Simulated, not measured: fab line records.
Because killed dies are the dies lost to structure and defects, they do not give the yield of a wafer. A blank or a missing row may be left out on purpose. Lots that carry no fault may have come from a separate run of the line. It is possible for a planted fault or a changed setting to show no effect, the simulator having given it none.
fab line records    flow n5Finfet
[record] lots = 10  wafers = 28  lastDay = 18
route steps=1938 shown SD_EPI_N@281 BEOL_M4@1079 BEOL_M5@1115 PASSIVATION@1936
lots with no fault: from the same line, run without faults
startH: the number of hours between the record's first day and the start of the first shown wafer of the lot    waitH: hours elapsed since this lot's preceding step    " same as the row above    L1.1+2: a single row standing in for several wafers    - no value, or no start was given    * or withheld: withheld    < > ~ a bound
route shown NAME@n: a module of which the file shows steps, and the number in the route of the first    usual: mean/standard deviation of fault-free wafers    same: alike in all rows    chamber/n: place in a boat    sites: the reading at each site    _std_site: standard deviation across them    _edge_site: inner sites' mean taken away from outer sites' mean    radiusMm: for every site, how far away it sits from the centre of the wafer    mask NAME#n: copy n    behind: the most recent tool/chamber to have shaped the wafer    hold: the reason the lot was held/the length of the hold in hours/how it ended    device: names the non-switching transistor (n, p or np)    end of line: the route-end tests of the same wafers    a step given without rows: its recipe and nothing more    killed: at the first sort, the dies lost to defects and structure; wafer yield is something else    map: dies across one wafer; x = killed, . = not, _ = none there
set.NAME: the setting the step ran with; set.NAME@STEP: the setting that earlier step ran with    model.NAME: the simulator's own value behind a step, which no gauge read
one table for each step of the route and one row for each wafer, over a sample of lots
services: when a tool's chamber went out of use (startH, in hours from the record's first day, below 0 if earlier), for how many hours, and the reason
[[steps]]
[step N5_SD_EPI_N_SD_RECESS_17]
[recipe] chemistry = HBr/Cl2/O2  targetDepthA = 410  maskMaterial = SOC  timeS = 23.7  btTimeS = 3  pressureMtorr = 10  icpW = 800  biasW = 112  HBr_flow_sccm = 150  Cl2_flow_sccm = 80  O2_flow_sccm = 12
[usual] drypumpMotorCurrentA = 5.8/0.48  oesProductAu = 0.999/0.015  throttleValvePct = 37.05/0.26
lot.wafer  tool      chamber  startH  waitH  drypumpMotorCurrentA  oesProductAu  rfHoursCounterH  throttleValvePct
L493.1     rieSi-03  1        53.72   0.0    6.2                   0.986         25               37.14
L493.5     "         0        "       "      5.8                   0.986         -                36.88
L493.6     "         3        "       "      5.7                   1.018         -                36.82
L495.1     rieSi-03  1        66.08   0.0    6.2                   0.989         25               37.14
L495.5     "         3        "       "      5.8                   1.019         -                36.82
L495.6     "         2        "       "      6.0                   0.995         -                36.81
L496.3     rieSi-03  3        74.65   0.0    5.8                   1.016         27               36.81
L496.4     "         2        "       "      6.0                   1.000         163              36.81
L496.6     "         2        "       "      6.0                   0.993         -                36.81
L499.1     rieSi-03  3        91.52   0.0    5.8                   1.021         27               36.80
L499.4     "         0        "       "      5.8                   1.004         72               36.87
L500.1     rieSi-03  1        95.93   0.0    6.2                   0.985         26               37.15
L500.4     "         3        "       "      5.8                   1.011         27               36.81
L500.5     "         1        "       "      6.2                   0.994         -                37.15
L502.4     rieSi-03  1        109.52  0.1    6.2                   0.996         -                37.14
L502.5     "         3        "       "      5.8                   1.015         -                36.81
L509.1     rieSi-06  2        156.96  0.0    6.7                   0.996         63               37.33
L509.4     "         1        "       "      5.2                   0.977         127              37.02
L509.6     "         1        "       "      5.2                   0.979         -                37.03
L512.1     rieSi-06  1        170.05  0.0    5.2                   0.984         127              37.03
L512.4     "         0        "       "      5.7                   1.006         82               37.40
L512.6     "         2        "       "      6.7                   1.002         -                37.33
L513.2     rieSi-06  2        176.12  0.0    6.7                   1.003         64               37.32
L513.3     "         1        "       "      5.2                   0.983         127              37.03
L513.6     "         2        "       "      6.7                   0.993         -                37.32
L515.1     rieSi-06  0        190.41  0.0    5.7                   1.001         82               37.39
L515.4     "         3        "       "      5.4                   0.978         3                37.42
L515.6     "         3        "       "      5.4                   0.983         -                37.41
[step N5_BEOL_M4_DEGAS_44]
[recipe] ambient = vacuum  tempC = 250  timeS = 60
[usual] heaterPowerW = 332/37
[same] timeS = 60
lot.wafer  tool           chamber  startH  waitH  heaterPowerW
L493.1     pvdSputter-01  -        189.34  0.7    286
L493.5     "              -        "       "      244
L493.6     "              -        "       "      378
L495.1     pvdSputter-01  -        196.60  0.0    366
L495.5     "              -        "       "      379
L495.6     "              -        "       "      244
L496.3     pvdSputter-03  -        200.65  1.0    359
L496.4     "              -        "       "      336
L496.6     "              -        "       "      355
L499.1     pvdSputter-02  -        221.03  0.5    306
L499.4     "              -        "       "      314
L500.1     pvdSputter-01  -        231.58  0.2    289
L500.4     "              -        "       "      245
L500.5     "              -        "       "      377
L502.4     pvdSputter-01  -        250.57  0.4    375
L502.5     "              -        "       "      292
L509.1     pvdSputter-02  -        283.72  0.3    313
L509.4     "              -        "       "      367
L509.6     "              -        "       "      360
L512.1     pvdSputter-03  -        294.59  0.4    355
L512.4     "              -        "       "      344
L512.6     "              -        "       "      352
L513.2     pvdSputter-02  -        304.65  0.2    311
L513.3     "              -        "       "      290
L513.6     "              -        "       "      309
L515.1     pvdSputter-03  -        316.77  0.1    348
L515.4     "              -        "       "      362
L515.6     "              -        "       "      340
[step N5_BEOL_M4_ANNEAL_89]
[recipe] tempC = 400  timeS = 240  ambient = vacuum
[usual] heaterPowerW = 808/110
[same] timeS = 240
lot.wafer  tool           chamber  startH  waitH  heaterPowerW
L493.1     pvdSputter-02  -        191.22  0.0    923
L493.5     "              -        "       "      797
L493.6     "              -        "       "      775
L495.1     pvdSputter-02  -        198.26  0.0    886
L495.5     "              -        "       "      710
L495.6     "              -        "       "      919
L496.3     pvdSputter-02  -        202.24  0.0    725
L496.4     "              -        "       "      794
L496.6     "              -        "       "      722
L499.1     pvdSputter-01  -        222.61  0.0    619
L499.4     "              -        "       "      911
L500.1     pvdSputter-03  -        233.20  0.0    896
L500.4     "              -        "       "      836
L500.5     "              -        "       "      852
L502.4     pvdSputter-03  -        252.22  0.0    870
L502.5     "              -        "       "      906
L509.1     pvdSputter-02  -        285.34  0.0    771
L509.4     "              -        "       "      739
L509.6     "              -        "       "      769
L512.1     pvdSputter-03  -        296.20  0.0    909
L512.4     "              -        "       "      878
L512.6     "              -        "       "      824
L513.2     pvdSputter-01  -        307.11  0.0    619
L513.3     "              -        "       "      930
L513.6     "              -        "       "      958
L515.1     pvdSputter-02  -        318.47  0.0    798
L515.4     "              -        "       "      741
L515.6     "              -        "       "      789
[step N5_BEOL_M4_RC_MEAS_101]
[usual] CJ_N = 4.39/0.072  DIBL_N = 36.3/1.6  DIBL_P = 36.5/1.6  IOFF_N = 0.163/0.026  IOFF_N_LIN = 0.075/0.0098  IOFF_N_LONG = 5.56e-05/2.1e-06  IOFF_P = 0.22/0.033  ION_N = 676/9.9  ION_P = 464/6.5  REXT_N = 74.7/1.8  SS_N = 71.5/0.5  SS_P = 73.3/0.64  VT_N = 249.3/2.9  VT_N_LVT = 98.2/2.8  VT_P = -250/3.2
lot.wafer  tool       chamber  startH  waitH  CJ_N  DIBL_N[mV/V]  DIBL_P[mV/V]  IOFF_N[nA/um]  IOFF_N_LIN[nA/um]  IOFF_N_LONG[nA/um]  IOFF_P[nA/um]  ION_N[uA/um]  ION_P[uA/um]  REXT_N[ohm.um]  SS_N[mV/dec]  SS_P[mV/dec]  VT_N[mV]  VT_N_LVT[mV]  VT_P[mV]
L493.1     prober-01  0        193.13  0.0    4.29  37.5          36.8          0.167          0.077              5.35e-05            0.23           666           457           75.9            71.6          74.2          248.8     97.2          -249
L493.5     "          0        "       "      4.22  38.1          38.0          0.175          0.079              5.38e-05            0.25           671           462           76.4            71.3          73.7          248.0     97.3          -244
L493.6     "          0        "       "      4.34  38.2          38.0          0.187          0.084              5.49e-05            0.26           680           468           75.1            72.5          74.3          248.9     95.2          -246
L495.1     prober-01  0        200.16  0.0    4.31  34.8          36.6          0.169          0.078              5.86e-05            0.20           691           466           74.3            71.5          73.7          249.6     96.7          -250
L495.5     "          0        "       "      4.38  33.5          34.8          0.140          0.067              5.82e-05            0.17           672           467           73.1            71.0          72.9          250.4     97.8          -251
L495.6     "          0        "       "      4.33  34.9          36.3          0.165          0.077              5.87e-05            0.20           692           471           73.1            70.9          74.6          247.7     95.9          -251
L496.3     prober-01  0        206.53  0.3    4.34  36.8          37.1          0.165          0.077              5.46e-05            0.22           687           468           73.7            71.1          72.8          247.6     94.5          -248
L496.4     "          0        "       "      4.37  37.4          37.5          0.176          0.082              5.45e-05            0.24           699           479           74.1            71.5          73.6          247.3     94.5          -248
L496.6     "          0        "       "      4.41  37.0          37.0          0.153          0.072              5.35e-05            0.22           674           462           74.4            71.9          73.2          249.2     96.4          -251
L499.1     prober-01  0        224.87  0.3    2.58  35.1          38.9          0.128          0.064              5.02e-05            0.32           567           472           89.7            70.9          74.2          253.1     104.7         -242
L499.4     "          0        "       "      4.40  35.7          35.8          0.142          0.067              5.72e-05            0.25           662           470           77.3            70.8          73.1          251.3     103.6         -244
L500.1     prober-01  0        235.10  0.0    2.58  30.7          35.3          0.085          0.046              4.82e-05            0.17           549           452           86.8            70.5          72.5          260.9     109.9         -254
L500.4     "          0        "       "      4.29  34.2          35.9          0.142          0.069              5.4e-05             0.18           682           464           74.2            71.1          72.5          249.9     99.5          -250
L500.5     "          0        "       "      2.58  30.2          34.6          0.082          0.044              4.74e-05            0.17           548           461           87.1            70.8          72.6          257.8     109.7         -252
L502.4     prober-02  0        254.85  0.5    4.44  36.0          36.5          0.165          0.076              5.51e-05            0.22           677           463           75.8            70.5          73.2          250.0     96.7          -248
L502.5     "          0        "       "      2.57  31.1          35.6          0.091          0.047              4.79e-05            0.21           553           458           88.3            70.2          73.4          259.3     107.8         -249
L509.1     prober-01  0        287.24  0.0    4.45  41.2          40.7          0.249          0.100              5.52e-05            0.29           683           464           72.2            72.4          75.1          244.6     94.0          -246
L509.4     "          0        "       "      4.40  38.5          38.3          0.185          0.080              5.58e-05            0.24           671           459           73.0            72.3          73.9          248.4     98.2          -248
L509.6     "          0        "       "      4.36  39.1          39.0          0.202          0.088              5.49e-05            0.26           689           474           72.3            71.2          73.4          243.9     95.0          -248
L512.1     prober-01  0        304.18  0.0    4.36  38.4          42.3          0.213          0.093              5.61e-05            0.29           685           470           76.3            72.8          74.2          246.6     96.3          -245
L512.4     "          0        "       "      4.32  35.0          37.9          0.145          0.069              5.68e-05            0.21           680           470           76.7            70.8          72.1          248.1     99.4          -250
L512.6     "          0        "       "      4.40  35.9          38.6          0.164          0.075              5.67e-05            0.23           682           471           75.3            71.5          72.9          250.8     98.7          -249
L513.2     prober-01  0        309.38  0.2    4.42  35.9          35.8          0.146          0.067              5.37e-05            0.20           667           459           71.8            71.0          73.1          253.6     99.9          -251
L513.3     "          0        "       "      4.44  35.8          36.3          0.143          0.068              5.35e-05            0.20           671           467           72.6            71.2          73.1          250.4     99.9          -253
L513.6     "          0        "       "      4.41  35.9          36.1          0.152          0.071              5.41e-05            0.20           675           462           72.5            71.4          72.5          251.3     97.7          -254
L515.1     prober-01  0        320.48  0.0    4.50  36.3          35.8          0.173          0.083              6.01e-05            0.24           681           463           75.7            71.5          73.2          246.1     94.0          -246
L515.4     "          0        "       "      4.51  36.5          35.5          0.165          0.078              6.01e-05            0.23           671           462           74.6            72.0          74.0          247.7     94.7          -246
L515.6     "          0        "       "      4.51  38.5          39.0          0.217          0.098              6.04e-05            0.30           696           473           75.6            72.0          74.1          243.8     91.0          -245
[step N5_BEOL_M5_PECVD_70]
[recipe] material = SiO2  targetThkA = 160  tempC = 400  precursor = TEOS/O2  pressureTorr = 5.5  rfW = 450  teosFlowSccm = 53.8  gas = O2  flowSccm = 3000  timeS = 18
[usual] heaterPowerW = 738/110  showerheadPlenumPTorr = 8.77/0.039  showerheadVppV = 1299/85  throttleValvePct = 22.6/1.3
[same] timeS = 18
lot.wafer  tool      chamber  startH  waitH  heaterPowerW  showerheadPlenumPTorr  showerheadVppV  throttleValvePct
L493.1     pecvd-01  1        194.75  0.1    719           8.82                   1293            22.9
L493.5     "         2        "       "      940           8.79                   1400            21.5
L493.6     "         1        "       "      724           8.82                   1282            22.8
L495.1     pecvd-01  0        201.73  0.0    722           8.79                   1201            21.6
L495.5     "         1        "       "      678           8.80                   1276            23.0
L495.6     "         2        "       "      981           8.74                   1370            21.5
L496.3     pecvd-01  1        207.79  0.0    735           8.80                   1271            22.8
L496.4     "         2        "       "      876           8.76                   1419            21.6
L496.6     "         1        "       "      736           8.82                   1246            22.8
L499.1     pecvd-01  1        226.45  0.0    735           8.82                   1287            23.0
L499.4     "         2        "       "      914           8.76                   1375            21.5
L500.1     pecvd-01  1        236.68  0.0    675           8.84                   1266            22.7
L500.4     "         1        "       "      667           8.84                   1290            22.8
L500.5     "         2        "       "      943           8.74                   1386            21.7
L502.4     pecvd-02  2        256.04  0.1    659           8.76                   1284            22.6
L502.5     "         0        "       "      655           8.70                   1251            25.5
L509.1     pecvd-04  0        288.81  0.0    707           8.79                   1375            25.1
L509.4     "         2        "       "      565           8.72                   1364            21.8
L509.6     "         1        "       "      849           8.80                   1427            21.5
L512.1     pecvd-04  0        305.76  0.0    674           8.77                   1374            25.2
L512.4     "         1        "       "      786           8.82                   1426            21.2
L512.6     "         2        "       "      597           8.73                   1386            21.8
L513.2     pecvd-02  2        310.95  0.0    714           8.78                   1277            22.8
L513.3     "         0        "       "      723           8.73                   1244            25.5
L513.6     "         0        "       "      737           8.72                   1210            25.5
L515.1     pecvd-04  1        322.05  0.0    747           8.83                   1402            21.3
L515.4     "         0        "       "      756           8.80                   1375            25.5
L515.6     "         1        "       "      769           8.82                   1393            21.4
[step N5_PASSIVATION_PROBE_49]
[usual] defectLimitedYield = 91.2/1.5  killed_at_M0_to_M3 = 32/9.6  killed_at_M4_up = 13/5.3  killedAtContacts = 13/6.7  killedAtFrontEnd = 42/11  killedAtOther = 3.8/2.9  killedDies = 103/17  killedOpen = 67/13  killedShort = 35/7.9  sort_bin_5_function = 5.2/0.94  sort_bin_6_memory = 3.3/0.64  sort_bin_8_speed = 0/0  sortNPass = 1077/17  sortYieldPct = 91.2/1.5
[same] grossDies = 1180  killedAtBackSide = 0  sort_bin_4_leakage[%] = 0
lot.wafer  tool       chamber  startH  waitH  defectLimitedYield[%]  killed_at_M0_to_M3  killed_at_M4_up  killedAtContacts  killedAtFrontEnd  killedAtOther  killedDies  killedOpen  killedShort  sort_bin_5_function[%]  sort_bin_6_memory[%]  sort_bin_8_speed[%]  sortNPass  sortYieldPct[%]
L493.1     prober-01  -        293.80  0.0    91.7                   25                  22               9                 42                0              98          73          25           5.1                     3.1                   0                    1082       91.7
L493.5     prober-01  -        294.00  0.2    87.3                   37                  19               20                71                3              150         106         44           8.5                     4.0                   0                    1030       87.3
L493.6     prober-01  -        294.05  0.3    92.1                   24                  7                8                 50                4              93          58          35           4.6                     3.2                   0                    1087       92.1
L495.1     prober-02  -        300.05  0.0    89.3                   53                  11               39                22                1              126         99          25           6.5                     3.9                   0                    1054       89.3
L495.5     prober-02  -        300.25  0.2    91.2                   38                  7                20                37                2              104         62          39           4.8                     3.6                   0                    1076       91.2
L495.6     prober-02  -        300.30  0.3    90.2                   50                  15               24                25                2              116         83          32           6.0                     3.8                   0                    1064       90.2
L496.3     prober-01  -        318.47  0.1    92.1                   29                  13               19                31                1              93          63          30           4.3                     3.2                   0                    1087       92.1
L496.4     prober-01  -        318.52  0.2    95.1                   9                   8                7                 31                3              58          38          19           2.5                     2.3                   0                    1122       95.1
L496.6     prober-01  -        318.62  0.3    93.6                   24                  8                6                 35                3              76          48          26           4.2                     2.2                   0                    1104       93.6
L499.1     prober-02  -        328.34  0.0    93.2                   11                  8                15                44                2              80          54          26           3.8                     2.6                   93.22                0          0
L499.4     prober-02  -        328.49  0.2    91.4                   25                  17               22                34                4              102         72          29           4.8                     3.5                   0                    1078       91.4
L500.1     prober-02  -        347.96  0.0    92.6                   39                  10               7                 31                0              87          61          26           3.8                     3.2                   92.63                0          0
L500.4     prober-02  -        348.11  0.2    93.5                   32                  11               7                 21                6              77          49          28           3.7                     2.5                   0                    1103       93.5
L500.5     prober-02  -        348.16  0.2    93.3                   33                  18               6                 21                1              79          55          22           3.5                     3.0                   93.31                0          0
L502.4     prober-02  -        358.40  0.2    92.0                   39                  11               4                 36                4              94          60          32           4.9                     2.8                   0                    1086       92.0
L502.5     prober-02  -        358.45  0.2    93.1                   34                  6                5                 35                2              82          47          34           4.5                     2.1                   93.05                0          0
L509.1     prober-02  -        412.27  0.0    92.1                   25                  7                28                27                6              93          58          35           4.7                     3.1                   0                    1087       92.1
L509.4     prober-02  -        412.42  0.2    93.1                   24                  9                15                32                1              81          59          21           4.2                     2.4                   0                    1099       93.1
L509.6     prober-02  -        412.52  0.3    91.9                   33                  13               6                 42                1              95          55          36           4.8                     2.8                   0                    1085       91.9
L512.1     prober-01  -        414.94  0.0    90.8                   23                  19               15                45                7              109         69          36           4.9                     3.7                   0                    1071       90.8
L512.4     prober-01  -        415.09  0.2    91.1                   31                  22               15                37                0              105         70          29           5.3                     3.2                   0                    1075       91.1
L512.6     prober-01  -        415.19  0.3    91.2                   34                  11               20                37                2              104         62          38           5.3                     3.1                   0                    1076       91.2
L513.2     prober-01  -        432.62  0.1    88.8                   25                  16               10                79                2              132         95          37           6.0                     4.6                   0                    1048       88.8
L513.3     prober-01  -        432.67  0.1    89.2                   33                  28               11                54                2              128         87          40           6.7                     4.0                   0                    1052       89.2
L513.6     prober-01  -        432.82  0.3    90.0                   32                  24               17                44                1              118         79          38           6.0                     3.9                   0                    1062       90.0
// killed by level:class
L493.1 STI_FIN_REVEAL:geometricParticle:open=21 BEOL_M4:geometricParticle:open=17 BEOL_M2:geometricParticle:open=10 MOL_CONTACT_COAG:geometricParticle:open=8 STI_FIN_REVEAL:geometricParticle:short=5 FIN_SAQP:geometricParticle:open=3 FIN_SAQP:geometricParticle:short=3 GATE_CUT:geometricParticle:short=3
L493.5 STI_FIN_REVEAL:geometricParticle:open=27 FIN_SAQP:geometricParticle:open=16 BEOL_M4:geometricParticle:open=11 FIN_SAQP:geometricParticle:short=10 MOL_CONTACT_COAG:geometricParticle:open=10 MOL_CONTACT_COAG:geometricParticle:short=10 BEOL_M2:geometricParticle:open=8 BEOL_M3:geometricParticle:open=8
L493.6 FIN_SAQP:geometricParticle:short=12 FIN_SAQP:geometricParticle:open=12 STI_FIN_REVEAL:geometricParticle:open=10 BEOL_M3:geometricParticle:open=10 BEOL_M4:geometricParticle:open=6 MOL_CONTACT_COAG:geometricParticle:short=5 BEOL_M0_SAQP:geometricParticle:short=5 BEOL_M2:geometricParticle:open=4
L495.1 MOL_CONTACT_COAG:geometricParticle:open=32 BEOL_M3:geometricParticle:open=25 BEOL_M2:geometricParticle:open=12 STI_FIN_REVEAL:geometricParticle:open=9 MOL_CONTACT_COAG:geometricParticle:short=7 DUMMY_GATE:geometricParticle:open=4 BEOL_M1:geometricParticle:open=4 BEOL_M4:geometricParticle:open=4
L495.5 MOL_CONTACT_COAG:geometricParticle:open=15 STI_FIN_REVEAL:geometricParticle:open=13 BEOL_M3:geometricParticle:open=11 BEOL_M0_SAQP:geometricParticle:short=10 FIN_SAQP:geometricParticle:short=6 BEOL_M0_SAQP:geometricParticle:open=6 MOL_CONTACT_COAG:geometricParticle:short=5 BEOL_M3:geometricParticle:short=4
L495.6 BEOL_M3:geometricParticle:open=19 MOL_CONTACT_COAG:geometricParticle:open=16 BEOL_M4:geometricParticle:open=11 BEOL_M0_SAQP:geometricParticle:short=9 MOL_CONTACT_COAG:geometricParticle:short=8 BEOL_M2:geometricParticle:open=8 BEOL_M0_SAQP:geometricParticle:open=6 STI_FIN_REVEAL:geometricParticle:open=5
L496.3 MOL_CONTACT_COAG:geometricParticle:open=14 FIN_SAQP:geometricParticle:open=7 FIN_SAQP:geometricParticle:short=5 GATE_CUT:geometricParticle:open=5 MOL_CONTACT_COAG:geometricParticle:short=5 BEOL_M1:geometricParticle:open=5 BEOL_M2:geometricParticle:open=5 BEOL_M3:geometricParticle:open=5
L496.4 FIN_SAQP:geometricParticle:open=7 STI_FIN_REVEAL:geometricParticle:open=6 FIN_SAQP:geometricParticle:short=5 MOL_CONTACT_COAG:geometricParticle:open=5 BEOL_M4:geometricParticle:open=3 STARTING-WAFER:geometricParticle:short=3 STARTING-WAFER:geometricParticle:open=3 DUMMY_GATE:geometricParticle:open=2
L496.6 FIN_SAQP:geometricParticle:open=9 MOL_CONTACT_COAG:geometricParticle:open=6 FIN_SAQP:geometricParticle:short=5 BEOL_M0_SAQP:geometricParticle:open=5 BEOL_M0_SAQP:geometricParticle:short=4 GATE_CUT:geometricParticle:short=4 BEOL_M4:geometricParticle:open=4 BEOL_M1:geometricParticle:open=4
L499.1 FIN_SAQP:geometricParticle:open=13 MOL_CONTACT_COAG:geometricParticle:open=13 STI_FIN_REVEAL:geometricParticle:open=10 BEOL_M0_SAQP:geometricParticle:short=5 FIN_SAQP:geometricParticle:short=4 DUMMY_GATE:geometricParticle:open=4 STI_FIN_REVEAL:geometricParticle:short=3 GATE_CUT:geometricParticle:short=2
L499.4 MOL_CONTACT_COAG:geometricParticle:open=21 FIN_SAQP:geometricParticle:open=10 BEOL_M4:geometricParticle:open=9 FIN_SAQP:geometricParticle:short=7 STARTING-WAFER:geometricParticle:short=5 BEOL_M0_SAQP:geometricParticle:open=4 BEOL_M3:geometricParticle:open=4 BEOL_M0_SAQP:geometricParticle:short=3
L500.1 BEOL_M0_SAQP:geometricParticle:open=9 FIN_SAQP:geometricParticle:open=8 BEOL_M1:geometricParticle:open=8 BEOL_M3:geometricParticle:open=7 DUMMY_GATE:geometricParticle:open=6 MOL_CONTACT_COAG:geometricParticle:open=5 BEOL_M0_SAQP:geometricParticle:short=5 BEOL_M1:geometricParticle:short=4
L500.4 BEOL_M0_SAQP:geometricParticle:open=8 FIN_SAQP:geometricParticle:open=6 BEOL_M0_SAQP:geometricParticle:short=6 BEOL_M3:geometricParticle:open=6 BEOL_M2:geometricParticle:open=5 FIN_SAQP:geometricParticle:short=4 MOL_CONTACT_COAG:geometricParticle:short=4 PASS1_DEP:geometricParticle:open=4
L500.5 BEOL_M0_SAQP:geometricParticle:short=7 BEOL_M1:geometricParticle:open=7 DUMMY_GATE:geometricParticle:open=6 MOL_CONTACT_COAG:geometricParticle:open=5 BEOL_M4:geometricParticle:open=5 BEOL_M2:geometricParticle:open=5 BEOL_M7:geometricParticle:open=5 BEOL_M0_SAQP:geometricParticle:open=4
L502.4 STI_FIN_REVEAL:geometricParticle:open=12 FIN_SAQP:geometricParticle:open=7 BEOL_M1:geometricParticle:open=7 BEOL_M3:geometricParticle:open=7 BEOL_M0_SAQP:geometricParticle:short=6 GATE_CUT:geometricParticle:short=4 MOL_CONTACT_COAG:geometricParticle:open=4 BEOL_M0_SAQP:geometricParticle:open=4
L502.5 BEOL_M0_SAQP:geometricParticle:short=11 GATE_CUT:geometricParticle:open=7 BEOL_M0_SAQP:geometricParticle:open=7 BEOL_M3:geometricParticle:open=6 DUMMY_GATE:geometricParticle:short=5 MOL_CONTACT_COAG:geometricParticle:open=5 FIN_SAQP:geometricParticle:open=4 DUMMY_GATE:geometricParticle:open=4
L509.1 MOL_CONTACT_COAG:geometricParticle:open=21 BEOL_M0_SAQP:geometricParticle:short=13 BEOL_M0_SAQP:geometricParticle:open=9 MOL_CONTACT_COAG:geometricParticle:short=7 STI_FIN_REVEAL:geometricParticle:open=6 STARTING-WAFER:geometricParticle:open=5 DUMMY_GATE:geometricParticle:open=3 DUMMY_GATE:geometricParticle:short=3
L509.4 MOL_CONTACT_COAG:geometricParticle:open=12 STI_FIN_REVEAL:geometricParticle:open=7 DUMMY_GATE:geometricParticle:open=7 BEOL_M1:geometricParticle:open=7 BEOL_M0_SAQP:geometricParticle:open=5 BEOL_M0_SAQP:geometricParticle:short=5 STARTING-WAFER:geometricParticle:open=4 FIN_SAQP:geometricParticle:short=3
L509.6 BEOL_M0_SAQP:geometricParticle:short=12 FIN_SAQP:geometricParticle:short=9 DUMMY_GATE:geometricParticle:open=8 BEOL_M0_SAQP:geometricParticle:open=8 BEOL_M4:geometricParticle:open=6 FIN_SAQP:geometricParticle:open=5 BEOL_M1:geometricParticle:open=5 STARTING-WAFER:geometricParticle:open=5
L512.1 MOL_CONTACT_COAG:geometricParticle:open=14 FIN_SAQP:geometricParticle:short=12 BEOL_M5:geometricParticle:open=7 FIN_SAQP:geometricParticle:open=6 GATE_CUT:geometricParticle:short=6 BEOL_M1:geometricParticle:open=6 ILD0:geometricParticle:open=4 BEOL_M0_SAQP:geometricParticle:open=4
L512.4 BEOL_M0_SAQP:geometricParticle:open=13 MOL_CONTACT_COAG:geometricParticle:open=12 STI_FIN_REVEAL:geometricParticle:open=9 BEOL_M1:geometricParticle:open=6 FIN_SAQP:geometricParticle:open=5 BEOL_M0_SAQP:geometricParticle:short=5 BEOL_M4:geometricParticle:open=5 FIN_SAQP:geometricParticle:short=4
L512.6 MOL_CONTACT_COAG:geometricParticle:open=15 BEOL_M0:geometricParticle:short=9 BEOL_M1:geometricParticle:open=8 FIN_SAQP:geometricParticle:short=6 FIN_SAQP:geometricParticle:open=5 STI_FIN_REVEAL:geometricParticle:open=5 GATE_CUT:geometricParticle:short=5 MOL_CONTACT_COAG:geometricParticle:short=5
L513.2 STI_FIN_REVEAL:geometricParticle:open=35 FIN_SAQP:geometricParticle:open=14 FIN_SAQP:geometricParticle:short=7 MOL_CONTACT_COAG:geometricParticle:open=7 BEOL_M1:geometricParticle:open=7 BEOL_M0_SAQP:geometricParticle:short=6 BEOL_M5:geometricParticle:open=6 ILD0:geometricParticle:short=5
L513.3 BEOL_M4:geometricParticle:open=17 MOL_CONTACT_COAG:geometricParticle:open=8 BEOL_M0_SAQP:geometricParticle:open=8 BEOL_M3:geometricParticle:open=8 FIN_SAQP:geometricParticle:open=7 FIN_SAQP:geometricParticle:short=7 GATE_CUT:geometricParticle:short=6 BEOL_M0_SAQP:geometricParticle:short=6
L513.6 STI_FIN_REVEAL:geometricParticle:open=14 MOL_CONTACT_COAG:geometricParticle:open=13 BEOL_M0_SAQP:geometricParticle:short=10 BEOL_M4:geometricParticle:open=10 FIN_SAQP:geometricParticle:open=9 BEOL_M0_SAQP:geometricParticle:open=8 BEOL_M5:geometricParticle:open=6 BEOL_M3:geometricParticle:open=5
[[services]]
tool           chamber  startH  hours  kind
pvdSputter-02  -        34.03   4.5    repair
pecvd-04       -        43.47   2.3    repair
pecvd-02       -        44.64   0.8    repair
pvdSputter-02  -        49.53   13.4   repair
pecvd-02       2        90.79   5.5    scheduledDown
pecvd-02       -        100.50  1.7    repair
pecvd-01       2        104.60  2.1    scheduledDown
pvdSputter-03  -        123.26  7.9    repair
pecvd-04       -        130.61  2.8    pm
pecvd-01       -        131.39  2.0    repair
pvdSputter-02  -        137.70  5.1    repair
pecvd-01       2        144.48  5.0    scheduledDown
pecvd-02       -        146.23  95.5   repair
pecvd-04       0        166.73  2.1    scheduledDown
pecvd-01       0        168.39  5.5    scheduledDown
rieSi-06       0        200.66  1.0    repair
rieSi-03       -        209.44  2.8    pm
rieSi-03       3        215.55  1.9    repair
pecvd-04       0        228.16  5.5    scheduledDown
pvdSputter-03  -        271.86  1.3    repair
rieSi-03       1        281.56  14.2   repair
rieSi-06       0        297.38  22.8   repair
pecvd-04       -        300.67  1.8    repair
pecvd-01       0        320.20  12.9   repair
[[key]]
[firstSign] step = N5_BEOL_M4_RC_MEAS_101  reading = CJ_N  direction = down  sigmas = 25  usual = 4.39  struck = 2.58
[effect] step = N5_BEOL_M4_RC_MEAS_101  reading = ION_N  direction = down  sigmas = 12  usual = 676  struck = 554
[effect] step = N5_BEOL_M4_RC_MEAS_101  reading = REXT_N  direction = up  sigmas = 7.5  usual = 74.7  struck = 88.0
[effect] step = N5_BEOL_M4_RC_MEAS_101  reading = VT_N_LVT  direction = up  sigmas = 3.5  usual = 98.2  struck = 108.0
[effect] step = N5_BEOL_M4_RC_MEAS_101  reading = IOFF_N_LONG  direction = down  sigmas = 3.4  usual = 5.56e-05  struck = 4.84e-05
[effect] step = N5_BEOL_M4_RC_MEAS_101  reading = DIBL_N  direction = down  sigmas = 2.9  usual = 36.3  struck = 31.8
[effect] step = N5_BEOL_M4_RC_MEAS_101  reading = VT_N  direction = up  sigmas = 2.9  usual = 249.3  struck = 257.8
[effect] step = N5_BEOL_M4_RC_MEAS_101  reading = IOFF_N  direction = down  sigmas = 2.5  usual = 0.163  struck = 0.096  wafersMoved = 3
[effect] step = N5_BEOL_M4_RC_MEAS_101  reading = IOFF_N_LIN  direction = down  sigmas = 2.5  usual = 0.075  struck = 0.050
[effect] step = N5_BEOL_M4_RC_MEAS_101  reading = SS_N  direction = down  sigmas = 1.9  usual = 71.5  struck = 70.6
[effect] step = N5_PASSIVATION_PROBE_49  reading = sort_bin_8_speed  direction = up  sigmas = 99+  usual = 0  struck = 93.05
metAt N5_SD_EPI_N_SD_RECESS_17
struckLots L499,L500,L502
struckWafers L499.1,L500.1,L500.5,L502.5
notActingAt N5_BEOL_M4_DEGAS_44,N5_BEOL_M4_ANNEAL_89,N5_BEOL_M5_PECVD_70
onsetBetween 74.65 91.52
[fault] kind = processParameterDrift  tool = rieSi-03  chamber = -  onsetH = 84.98  steps = N5_SD_EPI_N_SD_RECESS_17  channel = timeS  offset = *  shape = step  endH = 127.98  scope = struckWafersOnly  actsIn = *  stated = *
